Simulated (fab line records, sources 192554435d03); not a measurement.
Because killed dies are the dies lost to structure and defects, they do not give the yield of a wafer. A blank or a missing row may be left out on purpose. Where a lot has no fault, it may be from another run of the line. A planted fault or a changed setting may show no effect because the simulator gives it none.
Split-lot experiment	flow n5Finfet	route with 1938 steps; 7 lots, 21 wafers read

THE SPLIT ITSELF
At N5_BEOL_M10_PEB_26 (peb time 60 s), the setting pebTimeS was moved away from the recipe's 60 s on 9 of the 21 wafers read, by -15.2% to +21.3%. For the rest of the wafers, this setting stayed at what the recipe calls for.

FROM SPLIT TO READING: 1 step shown by the file between the two
- N5_BEOL_M10_DEVELOP_27: develop time 30 s

THE READING
At N5_BEOL_M10_CD_MEAS_28: cdNm in nanometres, against a target cd of 70 nm. Typical for fault-free wafers on this fab line: 70.3 nm, with standard deviation 1.2 nm.

wafer	tool, chamber at the split	pebTimeS as run, s	against the recipe	cdNm, nm	against lot-mates on the recipe
L075.1	lithoTrack-02, 0	60	recipe	68.7	-
L075.3	lithoTrack-02, 0	68.8	+14.7%	76.7	+7.1
L075.4	lithoTrack-02, 0	60	recipe	70.5	-
L077.2	lithoTrack-03, 0	60	recipe	70.0	-
L077.3	lithoTrack-03, 0	60	recipe	70.2	-
L077.6	lithoTrack-03, 0	50.91	-15.2%	60.8	-9.3
L078.2	lithoTrack-01, 0	72.79	+21.3%	77.4	+6.3
L078.4	lithoTrack-01, 0	60	recipe	71.1	-
L078.5	lithoTrack-01, 0	72.79	+21.3%	79.1	+8.0
L082.2	lithoTrack-02, 0	60	recipe	70.3	-
L082.4	lithoTrack-02, 0	60	recipe	68.2	-
L082.6	lithoTrack-02, 0	60	recipe	71.5	-
L084.1	lithoTrack-03, 0	65.02	+8.4%	75.4	no lot-mate on the recipe
L084.3	lithoTrack-03, 0	65.02	+8.4%	71.4	no lot-mate on the recipe
L084.6	lithoTrack-03, 0	65.02	+8.4%	74.6	no lot-mate on the recipe
L091.1	lithoTrack-01, 0	56.52	-5.8%	67.4	+0.0
L091.2	lithoTrack-01, 0	60	recipe	67.4	-
L091.3	lithoTrack-01, 0	56.52	-5.8%	65.2	-2.2
L095.3	lithoTrack-02, 0	60	recipe	72.6	-
L095.5	lithoTrack-02, 0	60	recipe	70.6	-
L095.6	lithoTrack-02, 0	60	recipe	72.9	-

THE FIT
A straight line over all 21 wafers: cdNm changes by +0.451 nm for each +1% of pebTimeS; r = +0.92; the points scatter about the line by 1.7 nm.
The same after taking each lot's own level away (the mean of its wafers on the recipe; 18 wafers): +0.399 nm for each +1%; r = +0.93; scatter 1.4 nm.
According to that fit, moving pebTimeS by its largest amount changes the reading by 8.5 nm.
The span of the lots' own levels, 67.40 to 72.03 nm, comes to 3.9 times the standard deviation stated above.
So the slope is not independent of the lot-to-lot level: the two fits are not the same.
Check: with one of the wafers moved furthest among these (+21.3%) left out of the fit, the line predicts +9.43 nm for it against its lot-mates. It came out at +6.3 nm against them.

OTHER SPLITS ON THESE WAFERS
Before the reading, these wafers also passed through other splits. Each is held against what the fit with the lots' levels taken away leaves over:
other split on the same wafers	wafers away from the commonest value	r with cdNm (lot level and that fit taken away)
N5_BEOL_M7_ETCH_66 timeS	8	-0.34
N5_BEOL_M7_TRENCH_ETCH_37 biasW	8	-0.14
N5_BEOL_M8_EXPOSE_25 doseMj	8	+0.04
N5_BEOL_M9_ETCH_66 timeS	8	-0.47
N5_BEOL_M9_TRENCH_ETCH_37 timeS	8	-0.14
N5_BEOL_M10_COAT_22 spinRpm	6	+0.38

FILE'S OWN FIT
cdNm changes by +0.435 nm for each +1% of pebTimeS, r = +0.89.
